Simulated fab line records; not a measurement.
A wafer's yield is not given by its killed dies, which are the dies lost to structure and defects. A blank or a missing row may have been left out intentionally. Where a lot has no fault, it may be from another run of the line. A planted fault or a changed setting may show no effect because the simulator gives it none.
fab line records	flow n5Finfet
record lots=7	wafers=21
route steps=1938 shown BEOL_M12@1650 BEOL_M13@1696 BEOL_M15@1773
startH: hours from the record's opening day to when the first of the lot's shown wafers began	waitH: how many hours have passed since the lot's step before this one	" same as the row above	L1.1+2: several wafers, shown together as one row	- no value present, or no start provided	* or withheld: withheld	< > ~ a bound
route shown NAME@n: names a module that has steps shown in the file, with the first one's number in the route	usual: mean/standard deviation taken from wafers without a fault	same: alike in all rows	chamber/n: place in a boat	sites: the reading at each site	_std_site: the standard deviation of these	_edge_site: the outer-site mean with the inner-site mean subtracted	radiusMm: for every site, how far away it sits from the centre of the wafer	mask NAME#n: copy n	behind: the most recent tool/chamber to have shaped the wafer	hold: the reason the lot was held/the length of the hold in hours/how it ended	device: transistor that didn't switch, given as n, p or np	end of line: the same wafers' tests at the end of the route	for a step that has no rows: nothing shown but its recipe	killed: count of dies lost to structure and defects at first sort (not the wafer's yield)	map: dies across one wafer; x = killed, . = not, _ = none there
set.NAME: the setting as run; set.NAME@STEP: as run at that earlier step	model.NAME: the simulator's own value behind a step, which no gauge read
lots with deliberately changed settings; one table per step, one row per wafer
## steps
# step N5_BEOL_M12_SPUTTER_45
# recipe material=Cu	targetThkA=800	tempC=-20	biasV=60	powerW=26000	chamberPressurePa=0.13	timeS=13.33
lot.wafer	tool	chamber	startH	waitH	set.timeS
L077.2+6	pvdSputter-03	-	288.92	0.0	13.33
L077.3	"	-	"	"	11.37
L081.1+4+5	pvdSputter-03	-	313.24	0.0	13.33
L082.1+5	pvdSputter-01	-	319.32	0.0	13.33
L082.6	"	-	"	"	15.04
L087.1+4+5	pvdSputter-01	-	375.91	0.0	13.33
L089.1+3+5	pvdSputter-02	-	379.54	0.0	13.33
L091.1+2	pvdSputter-03	-	389.48	0.0	15.16
L091.6	"	-	"	"	13.33
L096.1	pvdSputter-03	-	411.16	0.0	14.89
L096.4+5	"	-	"	"	13.33
# step N5_BEOL_M12_ECD_47
# recipe material=Cu	targetThkA=7200
# step N5_BEOL_M12_ANNEAL_48
# recipe tempC=225	timeS=90	ambient=N2
# step N5_BEOL_M12_CMP_49
# recipe stopOn=SiOC	tOverpolishS=20.6	downForcePsi=1	platenRpm=50	clearingPlatenDownForcePsi=1.5	clearingPlatenRpm=50	postCmpClean=cuAlkaline	targetThkNm=320	clearingPlatenPadVelocityMS=0.99484	padVelocityMS=0.99484
lot.wafer	tool	chamber	startH	waitH	set.timeS@BEOL_M12_TRENCH_ETCH_34	model.Cu_of_BEOL_M12_ECD_47.thkNm
L077.3	cmp-01	2	289.48	0.2	125.5	-
L077.2	"	0	"	"	125.5	314.6
L077.6	"	3	"	"	125.5	316.8
L081.1	cmp-04	0	313.85	0.3	125.5	312.8
L081.4	"	2	"	"	125.5	317.2
L081.5	"	0	"	"	125.5	320.8
L082.1	cmp-01	1	320.71	0.3	125.5	314.4
L082.6	"	3	"	"	125.5	-
L082.5	"	0	"	"	125.5	311.8
L087.1	cmp-04	3	376.95	0.3	125.5	315.4
L087.4	"	2	"	"	109.8	278
L087.5	"	0	"	"	109.8	278.8
L089.1	cmp-03	2	380.19	0.3	115.5	300.2
L089.3	"	3	"	"	115.5	301
L089.5	"	1	"	"	125.5	330.6
L091.2+1	cmp-01	1,2	390.11	0.3	144	-
L091.6	"	0	"	"	125.5	321.8
L096.4	cmp-04	2	411.81	0.1	113.7	289.2
L096.1	"	0	"	"	125.5	-
L096.5	"	2	"	"	125.5	315.2
# step N5_BEOL_M12_PRE_CLEAN_52
# recipe gas=NH3	timeS=15	tempC=withheld	rfPowerW=300
# step N5_BEOL_M12_DEP_53
# recipe material=SiCN	targetThkA=300	tempC=withheld	precursor=3MS/NH3	pressureTorr=3	rfW=675	timeS=10.5
# step N5_BEOL_M12_RS_MEAS_54
# recipe thkMeasGauge=four-point-probe	reads=Cu_of_BEOL_M12_ECD_47+Ta_of_BEOL_M12_SPUTTER_44+TaN_of_BEOL_M12_SPUTTER_43
# usual M12_RS=0.0601/0.00097
lot.wafer	tool	chamber	startH	waitH	set.timeS@BEOL_M12_TRENCH_ETCH_34	M12_RS[ohm/sq]
L077.2	filmMetro-01	-	289.90	0.0	125.5	0.0611
L077.3	"	-	"	"	125.5	0.0590
L077.6	"	-	"	"	125.5	0.0606
L081.1	filmMetro-01	-	314.24	0.0	125.5	0.0615
L081.4	"	-	"	"	125.5	0.0605
L081.5	"	-	"	"	125.5	0.0600
L082.1	filmMetro-01	-	321.05	0.0	125.5	0.0612
L082.5	"	-	"	"	125.5	0.0617
L082.6	"	-	"	"	125.5	0.0602
L087.1	filmMetro-02	-	377.40	0.1	125.5	0.0610
L087.4	"	-	"	"	109.8	0.0698
L087.5	"	-	"	"	109.8	0.0696
L089.1	filmMetro-02	-	380.55	0.1	115.5	0.0643
L089.3	"	-	"	"	115.5	0.0641
L089.5	"	-	"	"	125.5	0.0580
L091.1	filmMetro-01	-	390.47	0.1	144	0.0530
L091.2	"	-	"	"	144	0.0516
L091.6	"	-	"	"	125.5	0.0597
L096.1	filmMetro-01	-	412.23	0.0	125.5	0.0595
L096.4	"	-	"	"	113.7	0.0668
L096.5	"	-	"	"	125.5	0.0610
# step N5_BEOL_M13_TRENCH_ETCH_34
# recipe chemistry=C4F8/O2/Ar	target=SiOC	targetDepthA=4134.7	maskMaterial=SOC	pressureMtorr=30	sourceW=3000	biasW=700	Ar_flow_sccm=400	C4F8_flow_sccm=15	O2_flow_sccm=8	heInnerTorr=15	heOuterTorr=30	timeS=162.6	ionEnergyEv=250
lot.wafer	tool	chamber	startH	waitH	set.timeS	model.etch.depthNm
L077.2	rieDiel-03	2	292.00	0.0	138.4	356.2
L077.3	"	3	"	"	138.4	355.2
L077.6	"	0	"	"	138.4	350.5
L081.1	rieDiel-02	2	316.19	0.0	162.6	402.1
L081.4	"	1	"	"	162.6	404.7
L081.5	"	3	"	"	162.6	400.1
L082.1	rieDiel-03	0	323.25	0.0	186.3	473.6
L082.5	"	3	"	"	162.6	419.4
L082.6	"	0	"	"	162.6	414.6
L087.1	rieDiel-05	3	380.29	0.0	162.6	416.9
L087.4	"	2	"	"	146.6	377.9
L087.5	"	0	"	"	146.6	373.9
L089.1	rieDiel-05	0	382.74	0.0	162.6	409.3
L089.3	"	2	"	"	189.4	487.5
L089.5	"	3	"	"	189.4	475.5
L091.1	rieDiel-03	1	393.78	0.0	162.6	414.6
L091.2	"	3	"	"	162.6	426.4
L091.6	"	2	"	"	153.3	397.9
L096.1	rieDiel-05	0	414.31	0.0	162.6	416.6
L096.4	"	2	"	"	162.6	421.3
L096.5	"	1	"	"	162.6	420.5
# step N5_BEOL_M13_STRIP_70
# recipe chemistry=C4F8/O2/Ar	resist=SiARC	rfFrequencyHz=6e+07
# step N5_BEOL_M13_OCD_MEAS_35
# usual trenchDepthNm=412/7.4
lot.wafer	tool	chamber	startH	waitH	set.timeS@BEOL_M13_TRENCH_ETCH_34	trenchDepthNm
L077.2	ocd-02	-	292.18	0.0	138.4	356
L077.3	"	-	"	"	138.4	355
L077.6	"	-	"	"	138.4	351
L081.1	ocd-01	-	316.37	0.0	162.6	402
L081.4	"	-	"	"	162.6	405
L081.5	"	-	"	"	162.6	400
L082.1	ocd-02	-	323.42	0.0	186.3	473
L082.5	"	-	"	"	162.6	419
L082.6	"	-	"	"	162.6	415
L087.1	ocd-01	-	380.46	0.0	162.6	416
L087.4	"	-	"	"	146.6	378
L087.5	"	-	"	"	146.6	374
L089.1	ocd-01	-	382.92	0.0	162.6	409
L089.3	"	-	"	"	189.4	487
L089.5	"	-	"	"	189.4	475
L091.1	ocd-01	-	393.95	0.0	162.6	414
L091.2	"	-	"	"	162.6	426
L091.6	"	-	"	"	153.3	397
L096.1	ocd-02	-	414.49	0.0	162.6	417
L096.4	"	-	"	"	162.6	421
L096.5	"	-	"	"	162.6	420
# step N5_BEOL_M13_SPUTTER_43
# recipe material=TaN	targetThkA=150	tempC=50	biasV=168.6	powerW=15000	chamberPressurePa=0.12	timeS=24.19
lot.wafer	tool	chamber	startH	waitH	set.timeS	model.TaN_of_BEOL_M13_SPUTTER_43.thkNm
L077.2+3+6	pvdSputter-01	-	294.44	0.0	24.19	15.4
L081.1+5	pvdSputter-03	-	317.99	0.0	24.19	15
L081.4	"	-	"	"	24.19	14.8
L082.1	pvdSputter-03	-	326.81	0.0	24.19	15
L082.5	"	-	"	"	26.43	16.4
L082.6	"	-	"	"	24.19	14.8
L087.1	pvdSputter-03	-	383.62	0.0	24.19	14.6
L087.4	"	-	"	"	26.15	16.6
L087.5	"	-	"	"	24.19	15
L089.1	pvdSputter-03	-	385.64	0.0	24.19	14.8
L089.3+5	"	-	"	"	21.92	13.4
L091.1	pvdSputter-03	-	397.44	0.0	24.19	15
L091.2	"	-	"	"	21.16	12.8
L091.6	"	-	"	"	21.16	13
L096.1+5	pvdSputter-02	-	417.68	0.0	24.19	15.2
L096.4	"	-	"	"	24.19	14.8
# step N5_BEOL_M13_SPUTTER_44
# recipe material=Ta	targetThkA=100	tempC=50	biasV=80	powerW=15000	chamberPressurePa=0.07	timeS=16.13
# step N5_BEOL_M13_SPUTTER_45
# recipe material=Cu	targetThkA=800	tempC=-20	biasV=60	powerW=26000	chamberPressurePa=0.13	timeS=13.33
# step N5_BEOL_M13_ECD_47
# recipe material=Cu	targetThkA=9360
# step N5_BEOL_M13_ANNEAL_48
# recipe tempC=225	timeS=90	ambient=N2
# step N5_BEOL_M13_CMP_49
# recipe stopOn=SiOC	tOverpolishS=17.1	downForcePsi=1	platenRpm=50	clearingPlatenDownForcePsi=1.5	clearingPlatenRpm=50	postCmpClean=cuAlkaline	targetThkNm=420	clearingPlatenPadVelocityMS=0.99484	padVelocityMS=0.99484
lot.wafer	tool	chamber	startH	waitH	set.timeS@BEOL_M13_TRENCH_ETCH_34	model.Cu_of_BEOL_M13_ECD_47.thkNm
L077.3	cmp-04	1	295.21	0.2	138.4	362.8
L077.2	"	3	"	"	138.4	363.2
L077.6	"	0	"	"	138.4	357
L081.1	cmp-03	0	319.19	0.3	162.6	408
L081.4	"	1	"	"	162.6	410
L081.5	"	0	"	"	162.6	406.2
L082.1	cmp-04	2	329.00	0.3	186.3	479.8
L082.6	"	1	"	"	162.6	422.4
L082.5	"	2	"	"	162.6	423.4
L087.4	cmp-03	1	384.43	0.2	146.6	384
L087.1	"	2	"	"	162.6	423.4
L087.5	"	3	"	"	146.6	380.2
L089.1	cmp-02	3	386.58	0.3	162.6	415.2
L089.3	"	0	"	"	189.4	496
L089.5	"	0	"	"	189.4	483.8
L091.2	cmp-03	1	398.17	0.2	162.6	433.4
L091.1	"	2	"	"	162.6	419.8
L091.6	"	1	"	"	153.3	405
L096.1	cmp-03	0	418.42	0.3	162.6	424
L096.4	"	2	"	"	162.6	427
L096.5	"	1	"	"	162.6	426.2
# step N5_BEOL_M13_THK_MEAS_50
# recipe thkMeasGauge=xrf	reads=Cu_of_BEOL_M13_ECD_47
# usual M13_THK=410/7.9
lot.wafer	tool	chamber	startH	waitH	set.timeS@BEOL_M13_TRENCH_ETCH_34	M13_THK[nm]
L077.2	filmMetro-02	-	295.47	-	138.4	359
L077.3	"	-	"	"	138.4	356
L077.6	"	-	"	"	138.4	352
L081.1	filmMetro-01	-	319.49	-	162.6	397
L081.4	"	-	"	"	162.6	399
L081.5	"	-	"	"	162.6	395
L082.1	filmMetro-01	-	329.26	-	186.3	467
L082.5	"	-	"	"	162.6	413
L082.6	"	-	"	"	162.6	413
L087.1	filmMetro-01	-	384.65	-	162.6	413
L087.4	"	-	"	"	146.6	374
L087.5	"	-	"	"	146.6	370
L089.1	filmMetro-02	-	386.87	-	162.6	417
L089.3	"	-	"	"	189.4	497
L089.5	"	-	"	"	189.4	485
L091.1	filmMetro-01	-	398.47	-	162.6	411
L091.2	"	-	"	"	162.6	423
L091.6	"	-	"	"	153.3	397
L096.1	filmMetro-02	-	418.71	-	162.6	418
L096.4	"	-	"	"	162.6	421
L096.5	"	-	"	"	162.6	420
# step N5_BEOL_M13_PRE_CLEAN_52
# recipe gas=NH3	timeS=15	tempC=withheld	rfPowerW=300
# step N5_BEOL_M13_DEP_53
# recipe material=SiCN	targetThkA=500	tempC=withheld	precursor=3MS/NH3	pressureTorr=3	rfW=675	timeS=17.8
# step N5_BEOL_M13_RS_MEAS_54
# recipe thkMeasGauge=four-point-probe	reads=Cu_of_BEOL_M13_ECD_47+Ta_of_BEOL_M13_SPUTTER_44+TaN_of_BEOL_M13_SPUTTER_43
# usual M13_RS=0.0451/0.00083
lot.wafer	tool	chamber	startH	waitH	set.timeS@BEOL_M13_TRENCH_ETCH_34	M13_RS[ohm/sq]
L077.2	filmMetro-01	-	295.60	0.1	138.4	0.0523
L077.3	"	-	"	"	138.4	0.0523
L077.6	"	-	"	"	138.4	0.0532
L081.1	filmMetro-02	-	319.62	0.0	162.6	0.0464
L081.4	"	-	"	"	162.6	0.0461
L081.5	"	-	"	"	162.6	0.0467
L082.1	filmMetro-02	-	329.39	0.0	186.3	0.0392
L082.5	"	-	"	"	162.6	0.0446
L082.6	"	-	"	"	162.6	0.0447
L087.1	filmMetro-01	-	384.78	0.0	162.6	0.0446
L087.4	"	-	"	"	146.6	0.0493
L087.5	"	-	"	"	146.6	0.0498
L089.1	filmMetro-01	-	387.12	0.1	162.6	0.0455
L089.3	"	-	"	"	189.4	0.0378
L089.5	"	-	"	"	189.4	0.0389
L091.1	filmMetro-01	-	398.60	0.0	162.6	0.0450
L091.2	"	-	"	"	162.6	0.0435
L091.6	"	-	"	"	153.3	0.0467
L096.1	filmMetro-01	-	418.84	0.0	162.6	0.0446
L096.4	"	-	"	"	162.6	0.0442
L096.5	"	-	"	"	162.6	0.0443
# step N5_BEOL_M15_ILD_DEP_00
# recipe material=SiO2	targetThkA=16293	tempC=400	precursor=TEOS/O2	pressureTorr=6.5	rfW=900	teosFlowSccm=161.4	gas=O2	flowSccm=2650	timeS=346.1
lot.wafer	tool	chamber	startH	waitH	set.timeS	model.SiO2_of_BEOL_M15_ILD_DEP_00.thkNm
L077.2	pecvd-02	0	301.75	0.0	346.1	1602
L077.3	"	1	"	"	346.1	1612
L077.6	"	0	"	"	346.1	1623
L081.1	pecvd-02	1	324.17	0.0	346.1	1604
L081.4	"	0	"	"	346.1	1649
L081.5	"	2	"	"	346.1	1626
L082.1	pecvd-04	0	337.57	0.0	306.5	1478
L082.5	"	2	"	"	346.1	1670
L082.6	"	0	"	"	346.1	1688
L087.1	pecvd-03	0	390.15	0.0	346.1	1586
L087.4	"	0	"	"	346.1	1621
L087.5	"	2	"	"	346.1	1654
L089.1	pecvd-04	2	391.56	0.0	346.1	1618
L089.3	"	0	"	"	346.1	1620
L089.5	"	1	"	"	346.1	1643
L091.1	pecvd-04	1	406.36	0.0	346.1	1614
L091.2	"	2	"	"	323.9	1532
L091.6	"	1	"	"	346.1	1636
L096.1	pecvd-03	2	428.94	0.0	346.1	1625
L096.4	"	2	"	"	346.1	1648
L096.5	"	2	"	"	346.1	1650
# step N5_BEOL_M15_THK_MEAS_01
# recipe reads=SiO2_of_BEOL_M15_ILD_DEP_00
# usual M15_ILD_THK=1629/24
lot.wafer	tool	chamber	startH	waitH	set.timeS@BEOL_M15_ILD_DEP_00	M15_ILD_THK[nm]
L077.2	filmMetro-02	-	302.00	0.1	346.1	1602
L077.3	"	-	"	"	346.1	1613
L077.6	"	-	"	"	346.1	1623
L081.1	filmMetro-02	-	324.42	0.1	346.1	1604
L081.4	"	-	"	"	346.1	1649
L081.5	"	-	"	"	346.1	1627
L082.1	filmMetro-01	-	337.82	0.1	306.5	1478
L082.5	"	-	"	"	346.1	1670
L082.6	"	-	"	"	346.1	1688
L087.1	filmMetro-02	-	390.40	0.1	346.1	1585
L087.4	"	-	"	"	346.1	1621
L087.5	"	-	"	"	346.1	1655
L089.1	filmMetro-01	-	391.81	0.1	346.1	1618
L089.3	"	-	"	"	346.1	1620
L089.5	"	-	"	"	346.1	1643
L091.1	filmMetro-01	-	406.61	0.1	346.1	1613
L091.2	"	-	"	"	323.9	1532
L091.6	"	-	"	"	346.1	1635
L096.1	filmMetro-02	-	429.30	0.2	346.1	1625
L096.4	"	-	"	"	346.1	1649
L096.5	"	-	"	"	346.1	1650
# step N5_BEOL_M15_COAT_58
# recipe resist=BARC	tempC=205	timeS=60	spinRpm=1500	resistThkNm=89
lot.wafer	tool	chamber	startH	waitH	set.spinRpm	model.BARC_of_BEOL_M15_COAT_58.thkNm
L077.2+6	lithoTrack-02	0	302.03	0.0	1662	84.6
L077.3	"	0	"	"	1500	89.2
L081.1+4	lithoTrack-04	0	324.45	0.0	1500	89.2
L081.5	"	0	"	"	1500	89.4
L082.1+6	lithoTrack-04	0	337.85	0.0	1500	89
L082.5	"	0	"	"	1573	86.6
L087.1	lithoTrack-03	0	390.44	0.0	1614	86
L087.4	"	0	"	"	1614	85.6
L087.5	"	0	"	"	1500	89
L089.1	lithoTrack-03	0	391.85	0.0	1376	93
L089.3+5	"	0	"	"	1500	89
L091.1	lithoTrack-02	0	406.64	0.0	1634	85.4
L091.2+6	"	0	"	"	1500	89.2
L096.1	lithoTrack-03	0	429.33	0.0	1500	88.8
L096.4	"	0	"	"	1500	89
L096.5	"	0	"	"	1389	92.4
# step N5_BEOL_M15_COAT_04
# recipe spinRpm=1704	resistThkNm=800
# step N5_BEOL_M15_EBR_06
# recipe solvent=PGMEA	ebrWidthMm=1.5
# step N5_BEOL_M15_DESCUM_15
# recipe chemistry=O2	timeS=7.9	sourcePowerW=50	biasPowerW=20	pressureMtorr=20	rfFrequencyHz=2.712e+07	tempC=40	o2FlowSccm=225
# step N5_BEOL_M15_ETCH_59
# recipe chemistry=N2/H2	target=BARC	targetDepthA=890	overetchA=267	timeS=67.9	ionEnergyEv=200	pressureMtorr=30	sourceW=840	biasW=150	n2FlowSccm=200	h2FlowSccm=200
lot.wafer	tool	chamber	startH	waitH	set.spinRpm@BEOL_M15_COAT_58	model.etch.depthNm
L077.2	rieDiel-05	0	302.55	0.0	1662	84.65
L077.3	"	2	"	"	1500	89.2
L077.6	"	2	"	"	1662	84.64
L081.1	rieDiel-02	3	324.85	0.0	1500	89.27
L081.4	"	2	"	"	1500	89.28
L081.5	"	3	"	"	1500	89.48
L082.1	rieDiel-02	3	338.42	0.0	1500	88.95
L082.5	"	3	"	"	1573	86.66
L082.6	"	0	"	"	1500	88.92
L087.1	rieDiel-05	1	392.15	0.0	1614	85.96
L087.4	"	1	"	"	1614	85.68
L087.5	"	0	"	"	1500	88.94
L089.1	rieDiel-02	0	393.34	0.0	1376	93
L089.3	"	2	"	"	1500	89
L089.5	"	2	"	"	1500	88.93
L091.1	rieDiel-03	1	407.16	0.0	1634	85.48
L091.2	"	0	"	"	1500	89.19
L091.6	"	0	"	"	1500	89.28
L096.1	rieDiel-03	0	430.00	0.0	1500	88.71
L096.4	"	3	"	"	1500	89.1
L096.5	"	3	"	"	1389	92.31
# step N5_BEOL_M15_VIA_ETCH_16
# recipe chemistry=C4F8/O2/Ar	target=SiO2	heInnerTorr=15	heOuterTorr=30	targetDepthA=17922	timeS=withheld	ionEnergyEv=800	pressureMtorr=20	sourceW=1905	biasW=2040	Ar_flow_sccm=400	C4F8_flow_sccm=16	O2_flow_sccm=12	ends=cleared
lot.wafer	tool	chamber	startH	waitH	set.timeS@BEOL_M15_ILD_DEP_00	model.etch.depthNm	model.coat_of_BEOL_M15_COAT_04.thkNm
L077.2	rieDiel-05	0	302.60	0.0	*	1602	333
L077.3	"	2	"	"	*	1612	326.4
L077.6	"	2	"	"	*	1623	324
L081.1	rieDiel-02	3	324.91	0.0	*	1604	339.8
L081.4	"	2	"	"	*	1649	328.4
L081.5	"	3	"	"	*	1626	336.6
L082.1	rieDiel-02	3	338.47	0.0	*	1478	366
L082.5	"	3	"	"	*	1670	320.6
L082.6	"	0	"	"	*	1688	317.2
L087.1	rieDiel-05	1	392.20	0.0	*	1586	344
L087.4	"	1	"	"	*	1621	337.6
L087.5	"	0	"	"	*	1654	329
L089.1	rieDiel-02	0	393.39	0.0	*	1618	332.8
L089.3	"	2	"	"	*	1620	336.2
L089.5	"	2	"	"	*	1643	329.8
L091.1	rieDiel-03	1	407.21	0.0	*	1614	336.8
L091.2	"	0	"	"	*	1532	355
L091.6	"	0	"	"	*	1636	332
L096.1	rieDiel-03	0	430.05	0.0	*	1625	334
L096.4	"	3	"	"	*	1648	333.6
L096.5	"	3	"	"	*	1650	330
# step N5_BEOL_M15_SPUTTER_43
# recipe material=TaN	targetThkA=150	tempC=50	biasV=168.6	powerW=15000	chamberPressurePa=0.12	timeS=24.19
lot.wafer	tool	chamber	startH	waitH	set.timeS	model.TaN_of_BEOL_M15_SPUTTER_43.thkNm
L077.2	pvdSputter-02	-	305.58	0.0	21.54	13.6
L077.3	"	-	"	"	21.54	13.4
L077.6	"	-	"	"	24.19	15.4
L081.1+5	pvdSputter-03	-	327.49	0.0	24.19	15
L081.4	"	-	"	"	24.19	15.2
L082.1	pvdSputter-01	-	343.22	0.0	24.19	15.4
L082.5+6	"	-	"	"	24.19	15.2
L087.1	pvdSputter-01	-	395.89	0.0	24.19	15
L087.4	"	-	"	"	24.19	15.2
L087.5	"	-	"	"	21.05	13.2
L089.1	pvdSputter-01	-	398.21	0.0	27.67	17.4
L089.3	"	-	"	"	27.67	17.2
L089.5	"	-	"	"	24.19	15.2
L091.1+2	pvdSputter-01	-	413.05	0.0	24.19	15.2
L091.6	"	-	"	"	27.48	17.2
L096.1	pvdSputter-01	-	435.92	0.0	24.19	15
L096.4	"	-	"	"	24.19	15.2
L096.5	"	-	"	"	24.19	14.8
## key
split step=N5_BEOL_M12_SPUTTER_45	setting=timeS	stated=13.33	by=wafer
response none clear
split step=N5_BEOL_M13_TRENCH_ETCH_34	setting=timeS	stated=162.6	by=wafer
response step=N5_BEOL_M13_TRENCH_ETCH_34	reading=model.etch.depthNm	change=+4.15	per=1%	r=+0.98
response step=N5_BEOL_M13_OCD_MEAS_35	reading=trenchDepthNm	change=+4.14	per=1%	r=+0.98
response step=N5_BEOL_M13_CMP_49	reading=model.Cu_of_BEOL_M13_ECD_47.thkNm	change=+4.22	per=1%	r=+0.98
response step=N5_BEOL_M13_THK_MEAS_50	reading=M13_THK	change=+4.09	per=1%	r=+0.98
response step=N5_BEOL_M13_RS_MEAS_54	reading=M13_RS	change=-0.000424	per=1%	r=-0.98
split step=N5_BEOL_M13_SPUTTER_43	setting=timeS	stated=24.19	by=wafer
response step=N5_BEOL_M13_SPUTTER_43	reading=model.TaN_of_BEOL_M13_SPUTTER_43.thkNm	change=+0.171	per=1%	r=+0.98
split step=N5_BEOL_M15_ILD_DEP_00	setting=timeS	stated=346.1	by=wafer
response step=N5_BEOL_M15_ILD_DEP_00	reading=model.SiO2_of_BEOL_M15_ILD_DEP_00.thkNm	change=+16.8	per=1%	r=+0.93
response step=N5_BEOL_M15_THK_MEAS_01	reading=M15_ILD_THK	change=+16.8	per=1%	r=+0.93
response step=N5_BEOL_M15_VIA_ETCH_16	reading=model.etch.depthNm	change=+16.8	per=1%	r=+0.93
response step=N5_BEOL_M15_VIA_ETCH_16	reading=model.coat_of_BEOL_M15_COAT_04.thkNm	change=-3.9	per=1%	r=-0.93
split step=N5_BEOL_M15_COAT_58	setting=spinRpm	stated=1500	by=wafer
response step=N5_BEOL_M15_COAT_58	reading=model.BARC_of_BEOL_M15_COAT_58.thkNm	change=-0.445	per=1%	r=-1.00
response step=N5_BEOL_M15_ETCH_59	reading=model.etch.depthNm	change=-0.439	per=1%	r=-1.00
split step=N5_BEOL_M15_SPUTTER_43	setting=timeS	stated=24.19	by=wafer
response step=N5_BEOL_M15_SPUTTER_43	reading=model.TaN_of_BEOL_M15_SPUTTER_43.thkNm	change=+0.151	per=1%	r=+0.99
split outsideThisFile step=N5_BEOL_M12_TRENCH_ETCH_34 setting=timeS
# split outsideThisFile: this setting was split too, and the file shows its column; the key of that split is in another file
